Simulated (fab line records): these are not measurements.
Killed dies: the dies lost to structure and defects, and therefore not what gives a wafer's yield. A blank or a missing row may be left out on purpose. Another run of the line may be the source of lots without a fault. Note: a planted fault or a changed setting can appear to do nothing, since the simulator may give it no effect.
A struck lot beside a sound one ; flow n5 finfet ; 27 steps out of a route of 1938
Sound: the wafers L499.1, L499.4, L499.6. The struck wafers were L511.2, L511.3, L511.6. At the end, the cause is stated.
At each step with rows: each side's tool, then ch and its chambers, then its first start. Under that, the readings that differ: sound wafers ; struck wafers ; difference of the means ; sigmas: that difference in standard deviations of wafers without a fault.
alike: words and numbers the same on both sides, and readings whose means are apart by under 2 such deviations; not compared: readings that were withheld, readings missing a value for some wafer, numbers with overlapping values and no deviation given by the record, and bounds like >300 which may hide the same value.
Wherever a step has rows on one side only, a row that says differs or no value, or a row with sigmas, the two part there. Numbers that don't overlap but have no deviation are shown without sigmas and don't part them. A reading that every wafer of one side lacks parts them only if that side has two wafers or more.

N5_BEOL_M15_OVL_MEAS_11:
  sound on overlay-02 ch 0, day 13 04:23; struck on overlay-02 ch 0, day 16 14:44
  alike: V14_OVL
N5_BEOL_M15_INSPECT_12: inspects for defects (macro).
  sound on defect inspect-02, day 13 04:24; struck on defect inspect-01, day 16 14:53
  alike: raw defect count
N5_BEOL_M15_DESCUM_15: chemistry O2, time 7.9 s.
  sound on rie diel-02 ch 0,2, day 13 04:26; struck on rie diel-05 ch 1,2, day 16 14:55
  alike: drypump motor current A, oes product au, rf vpp V, showerhead plenum p Torr, throttle valve pct
  not compared: rf hours counter h
N5_BEOL_M15_ETCH_59: etches BARC in N2/H2, target depth 89 nm, overetch 26.7 nm, time 67.9 s.
  sound on rie diel-02 ch 0,2, day 13 04:28; struck on rie diel-05 ch 1,2, day 16 14:57
  alike: drypump motor current A, n2 flow sccm, oes product au, rf vpp V, showerhead plenum p Torr, throttle valve pct
  not compared: rf hours counter h
then, 1 step without rows for these wafers: N5_BEOL_M15_VIA_ETCH_16 (etches SiO2 in C4F8/O2/Ar, target depth 1792.2 nm).
N5_BEOL_M15_STRIP_63: strips in O2.
  sound: rie diel-02 ch 0,2; struck: rie diel-05 ch 1,2
  alike: drypump motor current A, oes product au, rf vpp V, showerhead plenum p Torr, throttle valve pct
  not compared: rf hours counter h
then, 3 steps without rows for these wafers: N5_BEOL_M15_STRIP_64 (strips in O2); N5_BEOL_M15_STRIP_65 (strips in post etch residue remover, time 60 s); N5_BEOL_M15_SRD_66 (time 30 s, dry time 30 s).
N5_BEOL_M15_CD_MEAS_17: target cd 360 nm.
  sound on cd sem-01, day 13 04:56; struck on cd sem-02, day 16 15:25
  alike: cd nm
then, 2 steps without rows for these wafers: N5_BEOL_M15_COAT_56 (time 60 s, resist thk 550 nm); N5_BEOL_M15_ETCH_57 (etches SOC in N2/H2, time 750 s).
N5_BEOL_M15_COAT_60: time 60 s, resist thk 89 nm.
  sound on litho track-01 ch 0, day 13 05:32; struck on litho track-03 ch 0, day 16 16:20
reading;sound;struck;difference;sigmas
spin speed rpm (rpm);1500.7 1503.1 1501.3;1658.5 1658.2 1658.6;+156.7;+99 or more
model.BARC_of_BEOL_M15_COAT_60.thk nm (nm);89 88.8 88.8;85 85 84.8;-4;
  alike: resist line temp C
then, 7 steps without rows for these wafers: N5_BEOL_M15_COAT_22 (resist thk 800 nm); N5_BEOL_M15_EBR_24; N5_BEOL_M15_SOFTBAKE_23 (time 60 s); N5_BEOL_M15_EXPOSE_25 (exposes mask M15, target cd 400 nm); N5_BEOL_M15_PEB_26 (peb time 90 s); N5_BEOL_M15_DEVELOP_27 (develop time 45 s); N5_BEOL_M15_HARDBAKE_32 (time 120 s).
N5_BEOL_M15_CD_MEAS_28: target cd 407.6 nm.
  sound on cd sem-02 ch 0, day 13 05:49; struck on cd sem-01 ch 0, day 16 16:37
  alike: cd nm
N5_BEOL_M15_OVL_MEAS_29:
  sound on overlay-01 ch 0, day 13 05:50; struck on overlay-01 ch 0, day 16 16:38
  alike: M15_OVL
N5_BEOL_M15_INSPECT_30: inspects for defects (macro).
  sound on defect inspect-02, day 13 05:52; struck on defect inspect-01, day 16 16:40
  alike: raw defect count
N5_BEOL_M15_DESCUM_33: chemistry O2, time 7.9 s.
  sound on rie diel-02 ch 1,2, day 13 05:53; struck on rie diel-04 ch 0,3, day 16 16:41
reading;sound;struck;difference;sigmas
throttle valve pct (%);20.6 20.7 20.6;20.3 19.8 19.8;-0.7;-2
  alike: drypump motor current A, oes product au, rf vpp V, showerhead plenum p Torr
  not compared: rf hours counter h
N5_BEOL_M15_ETCH_61: etches BARC in N2/H2, target depth 89 nm, overetch 26.7 nm, time 67.9 s.
  sound on rie diel-02 ch 1,2, day 13 05:56; struck on rie diel-04 ch 0,3, day 16 16:44
reading;sound;struck;difference;sigmas
throttle valve pct (%);17.9 18.4 17.9;17.3 17.5 17.5;-0.6;-2
model.etch.depth nm (nm);89.03 88.83 88.74;85.05 84.98 84.84;-3.91;
  alike: drypump motor current A, n2 flow sccm, oes product au, rf vpp V, showerhead plenum p Torr
  not compared: rf hours counter h
N5_BEOL_M15_TRENCH_ETCH_34: etches SiO2 in C4F8/O2/Ar, target depth 872.93 nm, time 199 s.
  sound on rie diel-02 ch 1,2, day 13 05:59; struck on rie diel-04 ch 0,3, day 16 16:47
  alike: drypump motor current A, oes product au, rf vpp V, showerhead plenum p Torr, throttle valve pct
  not compared: rf hours counter h
after that, 1 step had no rows for these wafers: N5_PASSIVATION_PROBE_49.

== WHERE THEY PART ==
First at N5_BEOL_M15_COAT_60; last, within this record, at N5_BEOL_M15_ETCH_61. Later steps at which nothing parts them and some readings are alike: N5_BEOL_M15_TRENCH_ETCH_34.

WHY: what had been put in by the simulator
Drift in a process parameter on litho track-03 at N5_BEOL_M15_COAT_60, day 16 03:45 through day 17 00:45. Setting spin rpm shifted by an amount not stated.
